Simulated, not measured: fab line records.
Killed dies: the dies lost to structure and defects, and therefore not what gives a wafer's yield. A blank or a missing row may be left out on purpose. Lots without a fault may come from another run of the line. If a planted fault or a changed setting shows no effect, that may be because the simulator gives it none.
Split-lot experiment    flow n5-finfet    7 lots, 21 wafers read, on a route of 1938 steps

## SPLIT DETAILS
At N5_MOL_CONTACT_COAG_ALD_131 (deposits SiO2, target thk 5 nm, pulse time 1 s, co reactant pulse time 1 s), the setting ald-cycles was moved away from the recipe's 35 on 9 of the 21 wafers read, by -11.4% to +14.3%. The other wafers ran this setting at the recipe's value.

The split's own step is where the reading is taken.

## THE READING
SiO2_of_MOL_CONTACT_COAG_ALD_131.thk-nm (the simulator's own value, which no gauge read), in nm, at N5_MOL_CONTACT_COAG_ALD_131 (deposits SiO2, target thk 5 nm, pulse time 1 s, co reactant pulse time 1 s). The file gives no usual value for it.

wafer   tool, chamber at the split  ald-cycles as run  against the recipe  SiO2_of_MOL_CONTACT_COAG_ALD_131.thk-nm, nm  against lot-mates on the recipe
L076.3  ald-sin-03, 0,1             35                 recipe              5                                            -
L076.6  ald-sin-03, 0,1             35                 recipe              5                                            -
L076.4  ald-sin-03, 2               40                 +14.3%              5.6                                          +0.6
L090.1  ald-sin-02, 3,1             35                 recipe              5                                            -
L090.2  ald-sin-02, 3,1             35                 recipe              5                                            -
L090.3  ald-sin-02, 0               33                 -5.7%               4.8                                          -0.2
L091.1  ald-sin-01, 1               40                 +14.3%              5.8                                          +0.8
L091.6  ald-sin-01, 1               40                 +14.3%              5.8                                          +0.8
L091.3  ald-sin-01, 3               35                 recipe              5                                            -
L092.1  ald-sin-03, 3,0,3           35                 recipe              5                                            -
L092.5  ald-sin-03, 3,0,3           35                 recipe              5                                            -
L092.6  ald-sin-03, 3,0,3           35                 recipe              5                                            -
L094.2  ald-sin-03, 0,3,2           38                 +8.6%               5.4                                          no lot-mate on the recipe
L094.3  ald-sin-03, 0,3,2           38                 +8.6%               5.4                                          no lot-mate on the recipe
L094.6  ald-sin-03, 0,3,2           38                 +8.6%               5.4                                          no lot-mate on the recipe
L095.4  ald-sin-03, 2,1             35                 recipe              5                                            -
L095.6  ald-sin-03, 2,1             35                 recipe              5                                            -
L095.5  ald-sin-03, 2               39                 +11.4%              5.6                                          +0.6
L096.1  ald-sin-02, 1               31                 -11.4%              4.4                                          -0.6
L096.3  ald-sin-02, 3,0             35                 recipe              5                                            -
L096.4  ald-sin-02, 3,0             35                 recipe              5                                            -
The file does not say which wafer passed through which chamber wherever a row lists several chambers: such a row stands for several wafers.

FIT RESULTS
A straight line over all 21 wafers: SiO2_of_MOL_CONTACT_COAG_ALD_131.thk-nm changes by +0.0501 nm for each +1% of ald-cycles; r = +0.99; the points scatter about the line by 0.045 nm.
The same after taking each lot's own level away (the mean of its wafers on the recipe; 18 wafers): +0.0508 nm for each +1%; r = +0.99; scatter 0.047 nm.
Per that fit: largest ald-cycles move, reading shift of 0.73 nm.
The lots' own levels span 5.00 to 5.00 nm.
The two slopes agree, so the slope changes little with the lot-to-lot level.
Check: with one of the wafers moved furthest among these (+14.3%) left out of the fit, the line predicts +0.773 nm for it against its lot-mates. Against them it came out at +0.6 nm.

## THESE WAFERS: OTHER SPLITS
Other splits were also applied to these wafers ahead of the reading. Each is held against what the fit with the lots' levels taken away leaves over:
other split on the same wafers  wafers away from the commonest value  r with SiO2_of_MOL_CONTACT_COAG_ALD_131.thk-nm (lot level and that fit taken away)
N5_SD_EPI_P_COAT_35 spin-rpm    9                                     -0.31
N5_HKMG_FIN_COAT_41 spin-rpm    8                                     -0.11
N5_GATE_CUT_COAT_27 spin-rpm    10                                    -0.10
N5_GATE_CUT_EXPOSE_10 dose-mj   7                                     -0.76

## FILE'S OWN FIT
SiO2_of_MOL_CONTACT_COAG_ALD_131.thk-nm changes by +0.0497 nm for each +1% of ald-cycles, r = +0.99.
